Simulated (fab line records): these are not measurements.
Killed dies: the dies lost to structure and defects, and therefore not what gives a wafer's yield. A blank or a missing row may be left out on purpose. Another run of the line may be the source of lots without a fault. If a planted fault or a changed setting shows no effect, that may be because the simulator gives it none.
fab line records    flow n5_finfet
record lots=7  wafers=19  last_day=17
route steps=1938 shown BEOL_M13@1681 PASSIVATION@1936
lots that met no fault: taken from a fault-free run of the same line
start_h: start of the lot's first displayed wafer, in hours after the record's first day    wait_h: hours elapsed since this lot's preceding step    " unchanged from the row above    L1.1+2: a single row standing in for several wafers    - no value present, or no start provided    * or withheld: withheld    < > ~ a bound
route shown NAME@n: a module of which the file shows steps, and the number in the route of the first    usual: the fault-free wafers' mean and standard deviation    same: alike in all rows    chamber/n: place in a boat    sites: the reading at each site    _std_site: the values' standard deviation    _edge_site: the outer-site mean with the inner-site mean subtracted    radius_mm: for every site, how far away it sits from the centre of the wafer    mask NAME#n: copy n    behind: the most recent tool/chamber to have shaped the wafer    hold: the reason the lot was held/the length of the hold in hours/how it ended    device: names the non-switching transistor (n, p or np)    end of line: tests run on the same wafers once the route is complete    a step with no rows: only its recipe    killed: at the first sort, the dies lost to defects and structure; wafer yield is something else    map: a wafer's dies, marking killed ones x, the rest . and places with no die _
set.NAME: the setting as run; set.NAME@STEP: as run at that earlier step    model.NAME: the simulator's own value behind a step, which no gauge read
a table for each step, a row for each wafer; lots at some steps of the route
services: when a tool's chamber went out of use (start_h, in hours from the record's first day, below 0 if earlier), for how many hours, and the reason
## steps
# step N5_BEOL_M13_COAT_66
# recipe resist=SiARC  temp_c=220  time_s=60  spin_rpm=1500  resist_thk_nm=110
# step N5_BEOL_M13_COAT_22
# recipe spin_rpm=2888  resist_thk_nm=300
# step N5_BEOL_M13_EBR_24
# recipe solvent=PGMEA  ebr_width_mm=1.5
# step N5_BEOL_M13_SOFTBAKE_23
# recipe temp_c=130  time_s=60
# step N5_BEOL_M13_EXPOSE_25
# recipe mask_id=M13  na=0.93  source_shape=conventional  sigma_outer=0.4  polarization=unpolarized  target_cd_nm=210  dose_mj=22
# step N5_BEOL_M13_PEB_26
# recipe peb_temp_c=130  peb_time_s=90
# step N5_BEOL_M13_DEVELOP_27
# recipe develop_time_s=45  rinse_liquid=diw  dry=air_spin  dev_temp_c=21
# step N5_BEOL_M13_HARDBAKE_32
# recipe temp_c=130  time_s=120
# step N5_BEOL_M13_CD_MEAS_28
# recipe target_cd_nm=209.5  landing_energy_ev=500  detector=se_inlens
# usual cd_nm=209.1/0.82
lot.wafer  tool       chamber  start_h  wait_h  cd_nm
L495.4     cd_sem-02  0        273.07   -       208.5
L495.5     "          0        "        "       208.6
L495.6     "          0        "        "       208.1
L493.3     cd_sem-03  0        278.05   -       209.3
L493.5     "          0        "        "       209.3
L493.6     "          0        "        "       208.9
L497.1     cd_sem-03  0        302.32   -       210.1
L497.2     "          0        "        "       209.0
L497.4     "          0        "        "       209.2
L498.1     cd_sem-02  0        308.83   -       208.6
L498.2     "          0        "        "       209.1
L498.6     "          0        "        "       210.4
L503.1     cd_sem-01  0        331.68   -       209.8
L503.3     "          0        "        "       209.7
L505.3     cd_sem-03  0        339.33   -       208.8
L505.4     "          0        "        "       210.5
L508.1     cd_sem-02  0        367.61   -       208.9
L508.3     "          0        "        "       209.3
L508.6     "          0        "        "       208.0
# step N5_BEOL_M13_OVL_MEAS_29
# recipe points_per_wafer=44
# usual M13_OVL=0/5.7
# same points_per_wafer=44
lot.wafer  tool        chamber  start_h  wait_h  M13_OVL[nm]
L495.4     overlay-02  0        273.10   0.0     -5
L495.5     "           0        "        "       -1
L495.6     "           0        "        "       0
L493.3     overlay-01  0        278.07   0.0     -11
L493.5     "           0        "        "       -3
L493.6     "           0        "        "       6
L497.1     overlay-01  0        302.35   0.0     9
L497.2     "           0        "        "       -1
L497.4     "           0        "        "       8
L498.1     overlay-01  0        308.86   0.0     2
L498.2     "           0        "        "       3
L498.6     "           0        "        "       4
L503.1     overlay-01  0        331.71   0.0     5
L503.3     "           0        "        "       10
L505.3     overlay-02  0        339.36   0.0     4
L505.4     "           0        "        "       -9
L508.1     overlay-01  0        367.64   0.0     1
L508.3     "           0        "        "       5
L508.6     "           0        "        "       10
# step N5_BEOL_M13_INSPECT_30
# recipe mode=adi  inspect_instrument=macro
# usual raw_defect_count=1.8/1.4
lot.wafer  tool               chamber  start_h  wait_h  raw_defect_count
L495.4     defect_inspect-01  -        273.12   0.0     1
L495.5     "                  -        "        "       0
L495.6     "                  -        "        "       4
L493.3     defect_inspect-01  -        278.10   0.0     5
L493.5     "                  -        "        "       3
L493.6     "                  -        "        "       2
L497.1     defect_inspect-01  -        302.38   0.0     4
L497.2     "                  -        "        "       0
L497.4     "                  -        "        "       2
L498.1     defect_inspect-02  -        308.88   0.0     4
L498.2     "                  -        "        "       1
L498.6     "                  -        "        "       0
L503.1     defect_inspect-01  -        331.73   0.0     1
L503.3     "                  -        "        "       0
L505.3     defect_inspect-02  -        339.38   0.0     2
L505.4     "                  -        "        "       1
L508.1     defect_inspect-02  -        367.66   0.0     0
L508.3     "                  -        "        "       1
L508.6     "                  -        "        "       2
# step N5_BEOL_M13_DESCUM_33
# recipe chemistry=O2  time_s=7.9  source_power_w=50  bias_power_w=20  pressure_mtorr=20  rf_frequency_hz=2.712e+07  temp_c=40  o2_flow_sccm=225
# usual drypump_motor_current_A=5.7/0.41  oes_product_au=0.81/0.085  rf_vpp_V=243.3/1.2  showerhead_plenum_p_Torr=2.10/0.057  temp_c=40.02/0.11  throttle_valve_pct=20.48/0.26
lot.wafer  tool         chamber  start_h  wait_h  drypump_motor_current_A  oes_product_au  rf_hours_counter_h  rf_vpp_V  showerhead_plenum_p_Torr  temp_c  throttle_valve_pct
L495.4     rie_diel-05  0        273.16   0.0     5.0                      0.76            155                 242.6     2.07                      40.09   20.77
L495.5     "            3        "        "       5.8                      0.71            -                   245.5     2.14                      39.92   20.71
L495.6     "            2        "        "       5.9                      0.77            -                   243.8     2.10                      39.80   20.57
L493.3     rie_diel-05  3        278.13   0.0     5.8                      0.72            201                 244.3     2.14                      40.02   20.71
L493.5     "            2        "        "       5.9                      0.76            -                   242.8     2.10                      40.12   20.55
L493.6     "            1        "        "       5.8                      0.82            -                   242.1     2.01                      39.94   20.09
L497.1     rie_diel-04  1        302.45   0.1     6.5                      0.83            79                  244.4     2.11                      40.05   20.53
L497.2     "            0        "        "       5.4                      0.75            164                 241.0     2.01                      40.13   20.49
L497.4     "            3        "        "       5.4                      0.85            67                  245.0     2.14                      40.06   20.39
L498.1     rie_diel-04  0        308.92   0.0     5.4                      0.75            166                 240.8     2.01                      40.00   20.50
L498.2     "            1        "        "       6.5                      0.83            80                  243.0     2.11                      40.20   20.52
L498.6     "            1        "        "       6.5                      0.83            -                   242.8     2.11                      40.14   20.53
L503.1     rie_diel-04  2        332.00   0.3     5.3                      0.87            50                  243.4     2.12                      39.97   20.02
L503.3     "            1        "        "       6.5                      0.82            88                  243.8     2.10                      39.94   20.52
L505.3     rie_diel-04  2        339.42   0.0     5.3                      0.87            51                  243.3     2.12                      40.15   20.04
L505.4     "            0        "        "       5.4                      0.74            176                 240.5     2.01                      40.02   20.51
L508.1     rie_diel-05  1        367.70   0.0     5.8                      0.79            97                  242.7     2.00                      40.03   20.15
L508.3     "            2        "        "       5.9                      0.74            159                 243.3     2.09                      39.78   20.60
L508.6     "            0        "        "       5.0                      0.74            -                   243.4     2.06                      40.05   20.80
# step N5_BEOL_M13_ETCH_67
# recipe chemistry=CF4  target=SiARC  target_depth_a=1430  time_s=238.3  ion_energy_ev=80  pressure_mtorr=40  source_w=545  bias_w=36  Ar_flow_sccm=100  cf4_flow_sccm=100  ends=cleared
# usual bias_w=35.98/0.11  cf4_flow_sccm=100.03/0.29  drypump_motor_current_A=5.7/0.41  etch_rf_on_time_s=235/5.4  mfc_ar_sccm=100.0/0.31  oes_product_au=0.69/0.07  rf_vpp_V=184.1/1.1  showerhead_plenum_p_Torr=2.15/0.053  throttle_valve_pct=15.65/0.27
lot.wafer  tool         chamber  start_h  wait_h  bias_w  cf4_flow_sccm  drypump_motor_current_A  etch_rf_on_time_s  mfc_ar_sccm  oes_product_au  rf_hours_counter_h  rf_vpp_V  showerhead_plenum_p_Torr  throttle_valve_pct
L495.4     rie_diel-05  0        273.19   0.0     35.94   100.00         5.0                      239                100.1        0.66            155                 183.2     2.14                      16.01
L495.5     "            3        "        "       36.08   99.99          5.8                      244                100.0        0.61            -                   185.8     2.22                      16.08
L495.6     "            2        "        "       35.98   100.69         5.9                      233                99.9         0.67            -                   185.2     2.15                      15.70
L493.3     rie_diel-05  3        278.17   0.0     35.98   99.68          5.8                      245                99.9         0.62            201                 183.2     2.22                      16.08
L493.5     "            2        "        "       36.26   100.30         5.9                      233                99.9         0.67            -                   185.3     2.15                      15.69
L493.6     "            1        "        "       36.06   100.01         5.8                      239                99.6         0.70            -                   183.9     2.10                      15.47
L497.1     rie_diel-04  1        302.48   0.0     35.98   99.73          6.5                      233                99.3         0.72            79                  184.9     2.16                      15.68
L497.2     "            0        "        "       35.94   99.72          5.4                      228                100.6        0.65            164                 181.8     2.05                      15.61
L497.4     "            3        "        "       35.83   100.06         5.4                      235                99.9         0.72            67                  183.4     2.17                      15.39
L498.1     rie_diel-04  0        308.95   0.0     -       99.90          5.4                      353                99.7         0.59            166                 183.1     2.05                      15.60
L498.2     "            1        "        "       36.00   99.42          6.5                      229                100.2        0.72            80                  184.3     2.16                      15.70
L498.6     "            1        "        "       35.77   99.57          6.4                      230                100.0        0.72            -                   184.5     2.16                      15.70
L503.1     rie_diel-04  2        332.04   0.0     -       100.00         5.2                      357                99.8         0.68            50                  184.6     2.18                      15.34
L503.3     "            1        "        "       36.07   99.92          6.4                      232                99.8         0.71            88                  185.5     2.16                      15.70
L505.3     rie_diel-04  2        339.45   0.0     36.02   100.24         5.2                      229                100.2        0.74            51                  183.9     2.18                      15.35
L505.4     "            0        "        "       -       100.03         5.4                      354                100.3        0.58            176                 183.0     2.05                      15.64
L508.1     rie_diel-05  1        367.73   0.0     35.82   100.35         5.8                      237                100.0        0.68            97                  182.5     2.09                      15.52
L508.3     "            2        "        "       36.16   100.31         5.9                      232                99.7         0.64            159                 184.6     2.14                      15.76
L508.6     "            0        "        "       36.03   100.33         5.0                      240                100.2        0.64            -                   183.3     2.13                      16.05
# step N5_BEOL_M13_ETCH_68
# recipe chemistry=N2/H2  target=SOC  mask_material=SiARC  source_w=3000  bias_w=350  temp_c=40  time_s=355  ion_energy_ev=200  pressure_mtorr=30  n2_flow_sccm=200  h2_flow_sccm=200
# usual bias_w=349.9/1.1  drypump_motor_current_A=5.7/0.41  oes_product_au=0.81/0.085  rf_vpp_V=524.1/2  showerhead_plenum_p_Torr=2.55/0.068  temp_c=39.99/0.1  throttle_valve_pct=17.9/0.3
lot.wafer  tool         chamber  start_h  wait_h  bias_w  drypump_motor_current_A  oes_product_au  rf_hours_counter_h  rf_vpp_V  showerhead_plenum_p_Torr  temp_c  throttle_valve_pct
L495.4     rie_diel-05  0        273.34   0.1     347.5   5.0                      0.78            155                 523.4     2.55                      39.95   18.2
L495.5     "            3        "        "       348.7   5.9                      0.72            -                   526.6     2.63                      39.74   18.3
L495.6     "            2        "        "       350.6   5.9                      0.78            -                   523.3     2.54                      39.99   17.9
L493.3     rie_diel-05  3        278.31   0.1     349.3   5.8                      0.72            202                 524.9     2.63                      40.03   18.3
L493.5     "            2        "        "       350.9   5.9                      0.77            -                   522.4     2.54                      40.12   17.9
L493.6     "            1        "        "       348.9   5.8                      0.82            -                   522.8     2.46                      39.93   17.5
L497.1     rie_diel-04  1        302.63   0.1     350.2   6.5                      0.83            79                  524.8     2.55                      39.94   17.8
L497.2     "            0        "        "       351.0   5.4                      0.74            164                 522.0     2.44                      40.08   18.0
L497.4     "            3        "        "       348.1   5.4                      0.84            67                  525.1     2.58                      40.00   17.6
L498.1     rie_diel-04  0        309.10   0.1     347.9   5.4                      0.75            166                 520.0     2.44                      39.87   18.0
L498.2     "            1        "        "       348.8   6.5                      0.84            80                  525.2     2.55                      40.00   17.8
L498.6     "            1        "        "       348.4   6.4                      0.84            -                   524.7     2.55                      40.04   17.8
L503.1     rie_diel-04  2        332.18   0.1     349.7   5.3                      0.86            50                  524.7     2.59                      39.95   17.6
L503.3     "            1        "        "       349.7   6.5                      0.82            88                  525.7     2.55                      40.23   17.8
L505.3     rie_diel-04  2        339.60   0.1     350.0   5.2                      0.86            51                  525.1     2.59                      40.08   17.6
L505.4     "            0        "        "       350.5   5.4                      0.73            176                 519.7     2.44                      40.03   18.0
L508.1     rie_diel-05  1        367.88   0.1     350.8   5.8                      0.80            97                  520.0     2.45                      40.04   17.5
L508.3     "            2        "        "       349.2   6.0                      0.74            159                 524.9     2.53                      39.89   17.9
L508.6     "            0        "        "       349.2   5.0                      0.74            -                   523.3     2.54                      39.93   18.3
# step N5_PASSIVATION_PROBE_49
# usual defect_limited_yield=91.2/1.4  killed_at_M0_to_M3=32/10  killed_at_M4_up=14/6.2  killed_at_contacts=12/6.3  killed_at_front_end=42/13  killed_at_other=4/3.4  killed_dies=104/17  killed_open=67/12  killed_short=34/8.1  sort_bin_5_function=5.2/0.93  sort_bin_6_memory=3.2/0.65  sort_n_pass=1075/16  sort_yield_pct=91.1/1.4
# same gross_dies=1180  killed_at_back_side=0  sort_bin_4_leakage[%]=0  sort_bin_8_speed[%]=0
lot.wafer  tool       chamber  start_h  wait_h  defect_limited_yield[%]  killed_at_M0_to_M3  killed_at_M4_up  killed_at_contacts  killed_at_front_end  killed_at_other  killed_dies  killed_open  killed_short  sort_bin_5_function[%]  sort_bin_6_memory[%]  sort_n_pass  sort_yield_pct[%]
L495.4     prober-01  -        306.08   0.2     93.7                     21                  17               5                   31                   0                74           49           24            3.3                     2.9                   1106         93.7
L495.5     prober-01  -        306.13   0.2     92.2                     29                  11               10                  40                   2                92           60           29            4.7                     2.8                   1088         92.2
L495.6     prober-01  -        306.18   0.3     93.1                     26                  7                11                  35                   2                81           52           23            4.0                     2.4                   1099         93.1
L498.6     prober-01  -        337.97   0.3     89.0                     30                  24               32                  43                   1                130          93           33            6.1                     4.5                   1050         89.0
L503.1     prober-02  -        360.50   0.0     91.8                     26                  20               8                   36                   7                97           56           37            4.5                     3.1                   1083         91.8
L503.3     prober-02  -        360.60   0.1     92.2                     15                  12               16                  49                   0                92           55           33            4.7                     3.1                   1088         92.2
L505.3     prober-01  -        367.64   0.1     90.3                     35                  22               9                   47                   2                115          76           37            5.9                     3.1                   1065         90.3
L505.4     prober-01  -        367.69   0.2     89.0                     32                  11               19                  55                   13               130          81           48            5.7                     4.6                   1050         89.0
L508.1     prober-01  -        400.35   0.0     91.4                     30                  15               8                   47                   2                102          44           51            4.1                     3.4                   1078         91.4
L508.3     prober-01  -        400.45   0.1     88.8                     29                  9                17                  65                   12               132          63           62            6.3                     3.6                   1048         88.8
L508.6     prober-01  -        400.60   0.3     91.2                     24                  10               12                  57                   1                104          67           33            4.8                     3.4                   1076         91.2
# killed by level:class
L495.4 BEOL_M2:geometric_particle:open=12 FIN_SAQP:geometric_particle:open=8 FIN_SAQP:geometric_particle:short=5 GATE_CUT:geometric_particle:short=5 BEOL_M4:geometric_particle:open=5 BEOL_M5:geometric_particle:open=4 STI_FIN_REVEAL:geometric_particle:open=3 GATE_CUT:geometric_particle:open=3
L495.5 FIN_SAQP:geometric_particle:open=17 MOL_CONTACT_COAG:geometric_particle:open=8 BEOL_M1:geometric_particle:open=7 GATE_CUT:geometric_particle:short=6 BEOL_M3:geometric_particle:open=6 BEOL_M2:geometric_particle:short=5 FIN_SAQP:geometric_particle:short=4 STI_FIN_REVEAL:geometric_particle:open=4
L495.6 FIN_SAQP:geometric_particle:open=10 MOL_CONTACT_COAG:geometric_particle:open=10 BEOL_M2:geometric_particle:open=6 BEOL_M2:geometric_particle:short=5 BEOL_M0_SAQP:geometric_particle:open=4 BEOL_M0_SAQP:geometric_particle:short=4 BEOL_M1:geometric_particle:open=4 STARTING-WAFER:geometric_particle:short=4
L498.6 MOL_CONTACT_COAG:geometric_particle:open=24 STI_FIN_REVEAL:geometric_particle:open=9 BEOL_M0_SAQP:geometric_particle:short=9 BEOL_M4:geometric_particle:open=9 BEOL_M3:geometric_particle:open=8 MOL_CONTACT_COAG:geometric_particle:short=8 DUMMY_GATE:geometric_particle:open=6 BEOL_M0_SAQP:geometric_particle:open=6
L503.1 BEOL_M1:geometric_particle:open=9 MOL_CONTACT_COAG:geometric_particle:open=7 GATE_CUT:geometric_particle:short=6 BEOL_M5:geometric_particle:open=6 FIN_SAQP:geometric_particle:open=5 FIN_SAQP:geometric_particle:short=5 DUMMY_GATE:geometric_particle:open=5 BEOL_M3:geometric_particle:open=5
L503.3 MOL_CONTACT_COAG:geometric_particle:open=14 FIN_SAQP:geometric_particle:open=9 STI_FIN_REVEAL:geometric_particle:short=9 STI_FIN_REVEAL:geometric_particle:open=9 FIN_SAQP:geometric_particle:short=7 GATE_CUT:geometric_particle:short=5 BEOL_M0_SAQP:geometric_particle:short=4 BEOL_M2:geometric_particle:open=4
L505.3 GATE_CUT:geometric_particle:short=8 BEOL_M0_SAQP:geometric_particle:short=8 FIN_SAQP:geometric_particle:open=7 MOL_CONTACT_COAG:geometric_particle:open=7 BEOL_M0_SAQP:geometric_particle:open=7 BEOL_M0:geometric_particle:open=6 STI_FIN_REVEAL:geometric_particle:open=5 SPACER0:geometric_particle:open=5
L505.4 MOL_CONTACT_COAG:geometric_particle:open=16 BEOL_M1:geometric_particle:open=11 DUMMY_GATE:geometric_particle:open=7 FIN_SAQP:geometric_particle:short=6 STI_FIN_REVEAL:geometric_particle:open=6 BEOL_M0_SAQP:geometric_particle:open=6 GATE_CUT:geometric_particle:open=5 FIN_SAQP:geometric_particle:open=4
L508.1 FIN_SAQP:geometric_particle:short=20 BEOL_M3:geometric_particle:open=9 BEOL_M4:geometric_particle:open=6 DUMMY_GATE:geometric_particle:open=5 GATE_CUT:geometric_particle:short=5 BEOL_M0_SAQP:geometric_particle:short=5 BEOL_M2:geometric_particle:open=5 MOL_CONTACT_COAG:geometric_particle:short=4
L508.3 FIN_SAQP:geometric_particle:short=21 MOL_CONTACT_COAG:geometric_particle:open=14 FIN_SAQP:geometric_particle:open=9 BEOL_M0_SAQP:geometric_particle:short=7 GATE_CUT:geometric_particle:short=6 HKMG_FIN:area_etch=6 GATE_CUT:geometric_particle:open=5 BEOL_M1:geometric_particle:open=5
L508.6 FIN_SAQP:geometric_particle:open=12 FIN_SAQP:geometric_particle:short=11 MOL_CONTACT_COAG:geometric_particle:open=11 STI_FIN_REVEAL:geometric_particle:open=7 DUMMY_GATE:geometric_particle:open=7 BEOL_M3:geometric_particle:open=7 BEOL_M1:geometric_particle:open=5 BEOL_M4:geometric_particle:open=5
## services
tool         chamber  start_h  hours  kind
rie_diel-04  1        309.85   1.3    repair
## key
first_sign step=N5_BEOL_M13_ETCH_67  reading=etch_rf_on_time_s  direction=up  sigmas=22  usual=*  struck=*
effect none on later readings
met_at N5_BEOL_M13_ETCH_67
struck_wafers L498.1,L503.1,L505.4
onset_between 302.48 308.95
fault kind=process_parameter_drift  tool=rie_diel-04  chamber=-  onset_h=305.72  steps=N5_BEOL_M13_ETCH_67  channel=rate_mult  offset=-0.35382  shape=step  end_h=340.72  scope=struck_wafers_only
